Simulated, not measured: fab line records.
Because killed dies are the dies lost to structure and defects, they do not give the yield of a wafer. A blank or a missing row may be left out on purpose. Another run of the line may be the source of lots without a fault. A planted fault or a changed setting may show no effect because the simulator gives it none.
Problem report in the 8D (eight disciplines) form, filled by code    flow nand_harc    the parts of the form that need people (team, actions taken, sign-off) are left out

1. PROBLEM STATEMENT
killed_at_periphery at NHARC_END_SORT_01 reads a mean of 615.0 on 2 wafers of 1 lot; wafers without a fault read 3.8 with a standard deviation of 2.6. That is +99 or more standard deviations from the usual mean.
The first sign was on wafer L571.1 at day 25 14:32, on prober-01. The record holds 36 wafers of 12 lots with a number at this step. By rule, "out" or "out of limits" means more than 4 standard deviations away from the usual mean. Any other wafer with a number is counted as sound.

2. WHAT THIS IS AND IS NOT
question                     is                                                                                                                       is not
which readings at this step  killed_at_periphery, defect_limited_yield, killed_dies, sort_bin_2_pct, sort_n_pass, sort_rim_yield_pct, sort_yield_pct  killed_at_array, killed_at_other, killed_open, killed_short, sort_bin_3_pct, sort_bin_4_pct
which lots                   L571                                                                                                                     L567, L568, L570, L572, L581, L583, L585, L586, L588, L589, L590
which wafers of those lots   L571.1, L571.5                                                                                                           L571.4
read on which gauges         prober-01                                                                                                                prober-02
when                         from day 25 14:32                                                                                                        up to then (6 sound wafers); but 28 sound wafers of L570, L571, L572, L581, L583, L585, L586, L588, L589, L590 came after

3. THE SUSPECTS, EACH WITH WHAT RULES IT OUT
Counting: any tool at a process step up to the reading remains a suspect provided it ran every lot that is out. Sound lots after the first of them don't rule it out here, since some wafers of a struck lot are sound.
- the gauge at NHARC_END_SORT_01: kept. All the wafers that are out were read on prober-01, and no step on other tools shows them out.
- pvd_sputter-01 at NHARC_P_BONDPAD_PVD_27 (deposits Cu, target thk 30 nm, time 20.49 s): kept. The lot that is out, L571, ran on it at day 8 02:02; the last sound lot it ran before that was L570, at day 7 23:20.
- rie_si-04 at NHARC_THIN_TSV_ETCH_15 (target depth 3000 nm, bosch target overetch cycles 2, bosch etch step 2.8 s): kept. It ran the lot that is out, L571 (day 24 23:59).
- pecvd-01 at NHARC_THIN_TSV_DEP_47 (deposits SiO2, target thk 200 nm): kept. The lot that is out, L571, ran on it at day 25 01:09; the last sound lot it ran before that was L568, at day 24 07:31.
- pvd_sputter-01 at NHARC_THIN_TSV_PRE_CLEAN_54 (time 30 s): kept. It ran the lot that is out, L571 (day 25 03:58).
Left after counting: pvd_sputter-01 at NHARC_P_BONDPAD_PVD_27, rie_si-04 at NHARC_THIN_TSV_ETCH_15, pecvd-01 at NHARC_THIN_TSV_DEP_47, pvd_sputter-01 at NHARC_THIN_TSV_PRE_CLEAN_54, prober-01 at NHARC_END_SORT_01.

4. THE CAUSE (what the simulator had put in)
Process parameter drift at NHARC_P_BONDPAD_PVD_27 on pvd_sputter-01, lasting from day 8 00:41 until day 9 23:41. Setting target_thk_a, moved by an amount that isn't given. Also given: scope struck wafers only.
Of the 5 suspects that counting leaves, this tool is one.

5. THE CHAIN OF EFFECTS, in route order
Each row: a reading where the mean over the struck wafers with a number is more than 3 standard deviations away from the usual. Readings are gone through only where the record gives a usual standard deviation; hours: the median, over the lots, of the time from a lot's start at the first step in this table giving one to that lot's start at this step; sigmas: the change measured in usual standard deviations.
hours  step               reading               usual   on struck wafers  change  sigmas
0      NHARC_END_SORT_01  defect_limited_yield  91.4 %  0.0               -91.4   -38
0      NHARC_END_SORT_01  killed_at_periphery   3.8     615.0             +611.2  +99 or more
0      NHARC_END_SORT_01  killed_dies           58      677               +619    +39
0      NHARC_END_SORT_01  sort_bin_2_pct        3.1 %   94.0              +90.9   +83
0      NHARC_END_SORT_01  sort_n_pass           619     0                 -619    -39
0      NHARC_END_SORT_01  sort_rim_yield_pct    89 %    0                 -89     -15
0      NHARC_END_SORT_01  sort_yield_pct        91.4 %  0.0               -91.4   -38

6. HOW IT WOULD HAVE BEEN CAUGHT EARLIER
In this record the first reading out of limits at a measuring or inspecting step was taken at day 25 14:32, 422 hours after the fault began at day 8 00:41.
No tool reading at NHARC_P_BONDPAD_PVD_27 that has a usual standard deviation in the record was out on any struck wafer, so an alarm limit of 4 standard deviations on those readings would not have fired.
Each of the lots that are out, 1 in all, had begun NHARC_P_BONDPAD_PVD_27 on pvd_sputter-01 no later than day 25 14:32. Holding the tool at that point would not have protected any of them.
